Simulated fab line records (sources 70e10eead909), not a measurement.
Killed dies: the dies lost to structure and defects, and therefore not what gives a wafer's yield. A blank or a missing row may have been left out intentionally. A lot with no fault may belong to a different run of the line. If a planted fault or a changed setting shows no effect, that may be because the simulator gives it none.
Which tool did it? :: flow nandHarc :: 13 lots, 39 wafers sampled, at 5 steps of a route of 1302

## WHAT EACH GAUGE READ, for each wafer
NHARC_A_ZERO_WELL_CD_MEAS_10: the cd target is 2000 nm. Usual: cdNm reads 1999.7 nm (standard deviation 1.7).
lot: L757
measured: day 6 19:18
on: cdSem-01
cdNm (nm): 1998.0 2001.1 2000.7
flag: 

lot: L759
measured: day 7 22:26
on: cdSem-01
cdNm (nm): 1999.2 1999.8 1998.9
flag: 

lot: L761
measured: day 8 07:45
on: cdSem-02
cdNm (nm): 1999.7 2000.9 2002.3
flag: 

lot: L762
measured: day 8 21:49
on: cdSem-03
cdNm (nm): 2001.5 1999.3 1999.5
flag: 

lot: L769
measured: day 11 16:37
on: cdSem-02
cdNm (nm): 1996.7 2000.8 1999.2
flag: 

lot: L771
measured: day 13 00:42
on: cdSem-01
cdNm (nm): 2004.4 2003.7 2001.2
flag: 

lot: L774
measured: day 14 00:49
on: cdSem-02
cdNm (nm): 1999.9 1998.7 1997.1
flag: 

lot: L775
measured: day 14 10:17
on: cdSem-02
cdNm (nm): 1998.8 2000.5 2002.5
flag: 

lot: L777
measured: day 15 02:55
on: cdSem-02
cdNm (nm): 1999.2 1998.8 1998.8
flag: 

lot: L776
measured: day 15 03:48
on: cdSem-02
cdNm (nm): 1999.5 1997.4 1999.5
flag: 

lot: L778
measured: day 15 23:06
on: cdSem-03
cdNm (nm): 1996.2 1995.6 1999.7
flag: 

lot: L779
measured: day 16 05:39
on: cdSem-01
cdNm (nm): 2000.1 2002.1 2000.9
flag: 

lot: L780
measured: day 16 18:07
on: cdSem-01
cdNm (nm): 2000.9 1999.9 2001.0
flag: 

NHARC_A_SOURCE_PLATE_THK_MEAS_09: measures by ellipsometry. Usual: thkNm reads 9.8 nm (standard deviation 1.1).
lot: L757
measured: day 7 02:31
on: filmMetro-02
thkNm (nm): 8.8 9.1 10.7
flag: 

lot: L759
measured: day 8 06:44
on: filmMetro-01
thkNm (nm): 9.7 9.7 10.4
flag: 

lot: L761
measured: day 8 16:36
on: filmMetro-01
thkNm (nm): 9.6 7.5 8.9
flag: 

lot: L762
measured: day 9 09:16
on: filmMetro-01
thkNm (nm): 10.1 9.9 9.6
flag: 

lot: L769
measured: day 12 01:28
on: filmMetro-02
thkNm (nm): 8.8 10.9 10.4
flag: 

lot: L771
measured: day 13 10:37
on: filmMetro-02
thkNm (nm): 9.7 11.0 8.9
flag: 

lot: L774
measured: day 14 07:03
on: filmMetro-02
thkNm (nm): 10.5 9.1 10.7
flag: 

lot: L775
measured: day 14 19:42
on: filmMetro-01
thkNm (nm): 6.8 9.5 10.6
flag: 

lot: L777
measured: day 15 13:41
on: filmMetro-01
thkNm (nm): 9.7 11.6 9.5
flag: 

lot: L776
measured: day 15 13:41
on: filmMetro-02
thkNm (nm): 9.4 8.2 9.7
flag: 

lot: L778
measured: day 16 07:32
on: filmMetro-02
thkNm (nm): 8.5 9.7 11.4
flag: 

lot: L779
measured: day 16 15:34
on: filmMetro-01
thkNm (nm): 10.6 10.2 9.7
flag: 

lot: L780
measured: day 17 02:56
on: filmMetro-01
thkNm (nm): 12.6 8.9 10.8
flag: 

NHARC_A_ONON_D1_THK_MEAS_34: measures by ellipsometry. Usual: thkNm reads 200.5 nm (standard deviation 2.5).
lot: L757
measured: day 8 04:50
on: filmMetro-01
thkNm (nm): 199.5 198.0 198.5
flag: 

lot: L759
measured: day 9 08:40
on: filmMetro-02
thkNm (nm): 199.3 203.1 202.7
flag: 

lot: L761
measured: day 9 19:01
on: filmMetro-02
thkNm (nm): 335.3 199.9 202.4
flag: OFF

lot: L762
measured: day 10 11:14
on: filmMetro-02
thkNm (nm): 199.2 332.4 199.8
flag: OFF

lot: L769
measured: day 13 05:08
on: filmMetro-02
thkNm (nm): 199.1 201.2 200.9
flag: 

lot: L771
measured: day 14 12:41
on: filmMetro-01
thkNm (nm): 199.3 201.2 202.8
flag: 

lot: L774
measured: day 15 11:52
on: filmMetro-01
thkNm (nm): 200.2 197.8 202.3
flag: 

lot: L775
measured: day 15 22:47
on: filmMetro-02
thkNm (nm): 198.0 201.8 200.6
flag: 

lot: L777
measured: day 16 18:22
on: filmMetro-01
thkNm (nm): 199.8 197.8 199.1
flag: 

lot: L776
measured: day 16 18:05
on: filmMetro-01
thkNm (nm): 198.6 199.9 201.6
flag: 

lot: L778
measured: day 17 10:52
on: filmMetro-02
thkNm (nm): 197.3 200.0 200.6
flag: 

lot: L779
measured: day 17 17:58
on: filmMetro-02
thkNm (nm): 201.8 195.0 200.0
flag: 

lot: L780
measured: day 18 05:40
on: filmMetro-01
thkNm (nm): 200.7 203.6 208.5
flag: 

NHARC_A_CHANNEL_HOLE_D1_OVL_MEAS_11. Usual: overlayXNm 0.0 nm, standard deviation 0.95; overlayYNm 0.1 nm, standard deviation 0.89.
lot: L757
measured: day 8 07:33
on: overlay-02
overlayXNm (nm): 0.1 -0.6 -0.4
overlayYNm (nm): 1.2 1.3 1.6
flag: 

lot: L759
measured: day 9 11:31
on: overlay-02
overlayXNm (nm): -0.6 -0.7 -0.4
overlayYNm (nm): 0.1 0.6 0.0
flag: 

lot: L761
measured: day 10 00:36
on: overlay-01
overlayXNm (nm): 0.9 1.2 1.1
overlayYNm (nm): -0.6 -1.2 -1.1
flag: 

lot: L762
measured: day 10 13:59
on: overlay-02
overlayXNm (nm): 0.6 1.0 1.4
overlayYNm (nm): 1.0 1.1 0.6
flag: 

lot: L769
measured: day 13 08:04
on: overlay-01
overlayXNm (nm): 0.0 -0.1 0.2
overlayYNm (nm): 0.4 0.5 0.2
flag: 

lot: L771
measured: day 14 15:34
on: overlay-02
overlayXNm (nm): 0.0 0.4 -0.1
overlayYNm (nm): 0.4 0.5 0.6
flag: 

lot: L774
measured: day 15 14:44
on: overlay-02
overlayXNm (nm): 1.0 0.4 0.3
overlayYNm (nm): 0.4 -0.4 0.1
flag: 

lot: L775
measured: day 16 04:38
on: overlay-01
overlayXNm (nm): 0.9 0.4 1.2
overlayYNm (nm): 0.0 -0.6 -0.4
flag: 

lot: L777
measured: day 16 22:32
on: overlay-01
overlayXNm (nm): -1.2 -2.0 -1.3
overlayYNm (nm): 1.6 0.9 1.1
flag: 

lot: L776
measured: day 16 21:59
on: overlay-01
overlayXNm (nm): -0.4 -0.9 -0.9
overlayYNm (nm): 0.2 -0.4 0.0
flag: 

lot: L778
measured: day 17 13:44
on: overlay-02
overlayXNm (nm): 1.9 1.4 2.0
overlayYNm (nm): -0.6 -0.3 -0.5
flag: 

lot: L779
measured: day 18 00:31
on: overlay-02
overlayXNm (nm): 0.6 0.2 0.7
overlayYNm (nm): 0.0 0.4 0.2
flag: 

lot: L780
measured: day 18 08:28
on: overlay-01
overlayXNm (nm): -0.1 0.1 -0.5
overlayYNm (nm): -0.6 -1.1 -1.0
flag: 

## WHICH TOOL RAN EACH LOT (tool, then ch and the chambers of the sampled wafers, then the start)
lot: L757
NHARC_A_ONON_D1_DEP_33: pecvd-01 ch 0,2, day 8 04:25

lot: L759
NHARC_A_ONON_D1_DEP_33: pecvd-02 ch 0,1,2, day 9 08:18

lot: L761
NHARC_A_ONON_D1_DEP_33: pecvd-02 ch 0,1,2, day 9 18:44

lot: L762
NHARC_A_ONON_D1_DEP_33: pecvd-02 ch 0,2, day 10 10:55

lot: L769
NHARC_A_ONON_D1_DEP_33: pecvd-02 ch 0,2, day 13 04:44

lot: L771
NHARC_A_ONON_D1_DEP_33: pecvd-02 ch 0,1,2, day 14 12:16

lot: L774
NHARC_A_ONON_D1_DEP_33: pecvd-02 ch 0,2, day 15 11:26

lot: L775
NHARC_A_ONON_D1_DEP_33: pecvd-01 ch 0,1, day 15 22:23

lot: L777
NHARC_A_ONON_D1_DEP_33: pecvd-02 ch 0,1, day 16 18:02

lot: L776
NHARC_A_ONON_D1_DEP_33: pecvd-02 ch 0,2, day 16 17:40

lot: L778
NHARC_A_ONON_D1_DEP_33: pecvd-02 ch 1,2, day 17 10:30

lot: L779
NHARC_A_ONON_D1_DEP_33: pecvd-04 ch 0,1, day 17 17:32

lot: L780
NHARC_A_ONON_D1_DEP_33: pecvd-04 ch 0,2, day 18 05:19
- NHARC_A_ONON_D1_DEP_33: deposits SiO2, target thk 200 nm.

## AS READ BY THE TOOLS THEMSELVES (means over the sampled wafers that have a number; for cases with no such wafer, the mark the record gives instead)
NHARC_A_ONON_D1_DEP_33. Usual: heaterPowerW 561 W, standard deviation 88; mfcPrecursorSccm 161.4 sccm, standard deviation 0.53; throttleValvePct 16.5 %, standard deviation 0.69.
lot: L757
tool: pecvd-01
heaterPowerW (W): 500
mfcPrecursorSccm (sccm): 161.9
throttleValvePct (%): 15.8
flag: 

lot: L759
tool: pecvd-02
heaterPowerW (W): 575
mfcPrecursorSccm (sccm): 161.2
throttleValvePct (%): 16.6
flag: 

lot: L761
tool: pecvd-02
heaterPowerW (W): 562
mfcPrecursorSccm (sccm): 196.1
throttleValvePct (%): 16.9
flag: OFF

lot: L762
tool: pecvd-02
heaterPowerW (W): 574
mfcPrecursorSccm (sccm): 197.1
throttleValvePct (%): 17.6
flag: OFF

lot: L769
tool: pecvd-02
heaterPowerW (W): 617
mfcPrecursorSccm (sccm): 161.1
throttleValvePct (%): 16.8
flag: 

lot: L771
tool: pecvd-02
heaterPowerW (W): 576
mfcPrecursorSccm (sccm): 161.5
throttleValvePct (%): 16.7
flag: 

lot: L774
tool: pecvd-02
heaterPowerW (W): 601
mfcPrecursorSccm (sccm): 160.8
throttleValvePct (%): 17.2
flag: 

lot: L775
tool: pecvd-01
heaterPowerW (W): 596
mfcPrecursorSccm (sccm): 160.6
throttleValvePct (%): 16.5
flag: 

lot: L777
tool: pecvd-02
heaterPowerW (W): 635
mfcPrecursorSccm (sccm): 161.4
throttleValvePct (%): 16.6
flag: 

lot: L776
tool: pecvd-02
heaterPowerW (W): 567
mfcPrecursorSccm (sccm): 161.3
throttleValvePct (%): 17.0
flag: 

lot: L778
tool: pecvd-02
heaterPowerW (W): 567
mfcPrecursorSccm (sccm): 161.5
throttleValvePct (%): 16.9
flag: 

lot: L779
tool: pecvd-04
heaterPowerW (W): 531
mfcPrecursorSccm (sccm): 161.3
throttleValvePct (%): 16.0
flag: 

lot: L780
tool: pecvd-04
heaterPowerW (W): 621
mfcPrecursorSccm (sccm): 161.7
throttleValvePct (%): 16.7
flag: 

## THE ANSWER, worked out from the rows above alone
Rule: take the mean of a lot's wafers that have a number; if it is more than 3 standard deviations from the usual mean, the lot is off. A lot without any number at a reading at which 4 lots or more have one is off too. Any other lot the step has rows for is counted as sound. After the gauges, taken in route order, come the tools' own readings; for these a lot's mean is taken, as printed above. The first step at which some lot is off is used, and at that step the reading that is off furthest; a lot without a number counts as furthest.
Off, at NHARC_A_ONON_D1_THK_MEAS_34 on thkNm: L761, L762.
A tool fits if, at a process step before that reading, it ran every lot that is off, and no sound lot after the first of them. Not tried: the gauges at NHARC_A_ONON_D1_THK_MEAS_34; whatever is off there is also off at NHARC_A_ONON_D1_DEP_33, on other tools, and gauge error can't account for it. Of those tried, none fits.

## WHAT THE SIMULATOR HAD INSERTED
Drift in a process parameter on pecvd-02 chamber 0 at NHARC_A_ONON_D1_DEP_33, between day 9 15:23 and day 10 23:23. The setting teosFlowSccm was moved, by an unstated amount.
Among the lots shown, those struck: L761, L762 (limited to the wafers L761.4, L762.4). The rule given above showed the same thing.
